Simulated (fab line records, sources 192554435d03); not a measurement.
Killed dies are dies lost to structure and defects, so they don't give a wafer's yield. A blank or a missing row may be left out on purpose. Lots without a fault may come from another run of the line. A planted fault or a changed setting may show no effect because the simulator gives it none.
Chamber matching | flow n5_finfet | N5_BEOL_M5_ETCH_68 on rie_diel-02: 4 sister chambers
The step etches SOC in N2/H2, target depth 80 nm, overetch 16 nm, time 120 s. 4 wafers are shown with their chamber, then 12 later ones without.

WAFERS WITH THEIR CHAMBER
wafer  | chamber | drypump_motor_current_A (A)
L086.2 | 1       | 6.33
L088.1 | 3       | 5.83
L088.2 | 2       | 5.48
L088.4 | 0       | 5.81

WAFERS WITHOUT THEIR CHAMBER
wafer  | drypump_motor_current_A (A)
L089.1 | 5.84
L089.5 | 5.46
L089.6 | 6.35
L092.1 | 5.83
L092.2 | 5.46
L092.3 | 6.34
L095.1 | 5.81
L095.4 | 6.32
L095.5 | 5.84
L096.1 | 6.33
L096.2 | 5.46
L096.4 | 5.79

WHICH CHAMBER EACH WENT THROUGH
wafer  | from the rows above     | in truth
L089.1 | can't be placed: 3 or 0 | 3
L089.5 | 2                       | 2
L089.6 | 1                       | 1
L092.1 | can't be placed: 3 or 0 | 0
L092.2 | 2                       | 2
L092.3 | 1                       | 1
L095.1 | can't be placed: 0 or 3 | 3
L095.4 | 1                       | 1
L095.5 | can't be placed: 3 or 0 | 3
L096.1 | 1                       | 1
L096.2 | 2                       | 2
L096.4 | can't be placed: 0 or 3 | 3
Placed correctly: 7 of 12. Can't be placed from these rows: 5 (the true chamber is among the candidates in 5). Placed wrongly: 0.
How it was worked out, from the rows above alone: a wafer's distance from a chamber is the root of the sum, over the readings, of the square of ((its reading less the chamber's mean) divided by the reading's scatter). The wafer belongs to the nearest chamber; if the next one is less than 2 further off, it can't be placed. A chamber's mean is the mean of its shown wafers. The scatter: with one shown wafer a chamber, the root of the mean of the squares of how far each hidden wafer lies from its nearest shown one.
